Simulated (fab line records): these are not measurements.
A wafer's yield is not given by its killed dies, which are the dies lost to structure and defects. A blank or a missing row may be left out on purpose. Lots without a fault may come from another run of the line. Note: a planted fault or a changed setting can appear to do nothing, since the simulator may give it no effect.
What tool caused it? -- flow n5_finfet -- Sampling: 24 lots, 72 wafers, 3 of 1938 route steps

== WHAT THE GAUGES READ, wafer by wafer ==
N5_ZERO_LAYER_CD_MEAS_11: the cd target is 2000 nm.
lot,measured,on,cd_nm (nm)
L074,day 1 12:47,cd_sem-01,1999.4 2000.0 2000.1
L075,day 1 18:46,cd_sem-02,1999.8 1999.7 1998.9
L076,day 2 00:38,cd_sem-01,1998.5 1999.9 1997.6
L077,day 2 06:38,cd_sem-03,2000.1 2003.4 2001.8
L078,day 2 12:39,cd_sem-02,1998.5 1999.5 2001.5
L079,day 2 18:48,cd_sem-02,1996.9 1998.7 1997.6
L080,day 3 00:38,cd_sem-01,2000.5 1999.0 1999.3
L081,day 3 06:48,cd_sem-02,1999.4 1997.9 1997.8
L082,day 3 12:38,cd_sem-02,1999.3 1995.3 1995.8
L083,day 3 18:46,cd_sem-01,1999.3 2000.8 1997.7
L084,day 4 00:46,cd_sem-02,2000.1 2000.8 2000.4
L085,day 4 06:50,cd_sem-02,1999.6 1996.7 1998.3
L086,day 4 12:46,cd_sem-02,2001.7 2001.3 2002.9
L087,day 4 18:39,cd_sem-01,1997.6 1999.9 1998.0
L088,day 5 00:46,cd_sem-02,1997.9 1998.3 1997.5
L089,day 5 06:46,cd_sem-01,2002.2 1997.5 1998.9
L090,day 5 12:50,cd_sem-02,1998.9 2000.8 2000.7
L091,day 5 18:46,cd_sem-01,1998.2 1999.7 1997.9
L092,day 6 00:38,cd_sem-02,1998.9 1999.2 2000.9
L093,day 6 06:46,cd_sem-03,2001.5 1999.0 1998.4
L094,day 6 12:58,cd_sem-03,1999.3 2001.1 1998.6
L095,day 6 18:38,cd_sem-03,2000.5 1999.1 1999.5
L096,day 7 00:38,cd_sem-01,1995.9 1998.6 1999.1
L097,day 7 06:51,cd_sem-02,2001.5 2002.9 2000.4

N5_WELL_APT_INSPECT_10: inspects for defects (macro).
lot,measured,on,raw_defect_count
L074,day 1 13:47,defect_inspect-01,2 3 2
L075,day 1 19:56,defect_inspect-02,3 3 2
L076,day 2 01:44,defect_inspect-02,0 3 1
L077,day 2 07:44,defect_inspect-02,2 3 1
L078,day 2 13:44,defect_inspect-01,2 0 5
L079,day 2 19:46,defect_inspect-02,1 2 1
L080,day 3 01:37,defect_inspect-02,3 6 1
L081,day 3 07:47,defect_inspect-01,1 1 0
L082,day 3 13:44,defect_inspect-01,4 1 2
L083,day 3 20:13,defect_inspect-01,1 3 3
L084,day 4 01:52,defect_inspect-01,1 3 0
L085,day 4 08:03,defect_inspect-02,6 1 1
L086,day 4 14:09,defect_inspect-01,1 3 2
L087,day 4 19:46,defect_inspect-01,5 2 4
L088,day 5 01:52,defect_inspect-02,0 0 0
L089,day 5 07:52,defect_inspect-01,3 3 0
L090,day 5 14:11,defect_inspect-01,0 1 0
L091,day 5 19:56,defect_inspect-02,2 3 0
L092,day 6 01:44,defect_inspect-02,1 3 1
L093,day 6 07:46,defect_inspect-02,2 4 2
L094,day 6 14:07,defect_inspect-01,2 2 2
L095,day 6 19:37,defect_inspect-02,4 0 2
L096,day 7 01:53,defect_inspect-01,3 1 1
L097,day 7 08:02,defect_inspect-01,5 0 4

N5_PMOS_HMC_CHANNEL_EPI_CD_MEAS_09: the cd target is 237.4 nm.
lot,measured,on,cd_nm (nm)
L074,day 1 17:29,cd_sem-02,239.4 237.3 239.7
L075,day 1 23:47,cd_sem-03,236.5 237.7 236.6
L076,day 2 06:41,cd_sem-01,236.1 236.2 236.8
L077,day 2 11:25,cd_sem-02,237.5 238.1 236.6
L078,day 2 17:17,cd_sem-03,237.6 237.1 236.9
L079,day 2 23:05,cd_sem-03,236.8 236.7 237.2
L080,day 3 05:34,cd_sem-01,237.5 237.3 238.0
L081,day 3 11:50,cd_sem-03,238.5 239.2 238.2
L082,day 3 17:07,cd_sem-02,239.3 238.7 239.1
L083,day 3 23:58,cd_sem-03,236.1 235.3 235.4
L084,day 4 05:20,cd_sem-01,238.5 237.3 237.2
L085,day 4 12:01,cd_sem-03,238.1 238.9 237.4
L086,day 4 17:33,cd_sem-03,236.9 236.4 237.7
L087,day 4 23:17,cd_sem-01,236.6 237.4 236.6
L088,day 5 05:07,cd_sem-01,238.0 237.9 236.9
L089,day 5 11:11,cd_sem-03,237.3 236.2 238.1
L090,day 5 17:53,cd_sem-03,239.4 237.4 239.4
L091,day 5 23:32,cd_sem-01,237.0 236.8 237.7
L092,day 6 05:32,cd_sem-01,237.6 237.6 237.3
L093,day 6 11:31,cd_sem-01,238.3 237.4 237.2
L094,day 6 19:08,cd_sem-03,238.3 238.4 238.2
L095,day 6 23:53,cd_sem-01,238.4 238.6 237.9
L096,day 7 05:13,cd_sem-01,236.6 236.7 238.0
L097,day 7 11:26,cd_sem-01,236.3 236.3 237.0

== WHAT TOOL EACH LOT RAN ON (gives the tool, then ch and the chambers of the sampled wafers, and finally the start) ==
Record: no process step prior to these readings.

== WHAT THE TOOLS THEMSELVES READ (means of the sampled wafers that have a number; where no wafer has one, the mark that the record gives instead) ==
The record holds no such reading with a usual standard deviation.

== THE ANSWER, worked out from the rows above alone ==
Rule: the lots themselves supply what counts as usual. Put in order of their means at a reading, lots are off if they are a third of the lots or fewer, leave a main group of 4 or more, and stand apart from it by a gap of 3 or more times the standard deviation of the main group's means; of several such gaps the widest counts. A main group whose means are all the same, to the digits that the tables above print for the reading, isn't used. Also off: a lot with no number at a reading for which 4 or more lots have one. Any other lot the step has rows for is counted as sound. Order of review: gauges by route order, followed by the tools' own readings, for which a lot's mean as printed above is used. At the first step where some lot is off, the reading lying furthest off is the one used; lots without a number count as furthest.
No lot is off at any reading shown: from this, nothing can be told.

== WHAT WAS PUT IN BY THE SIMULATOR ==
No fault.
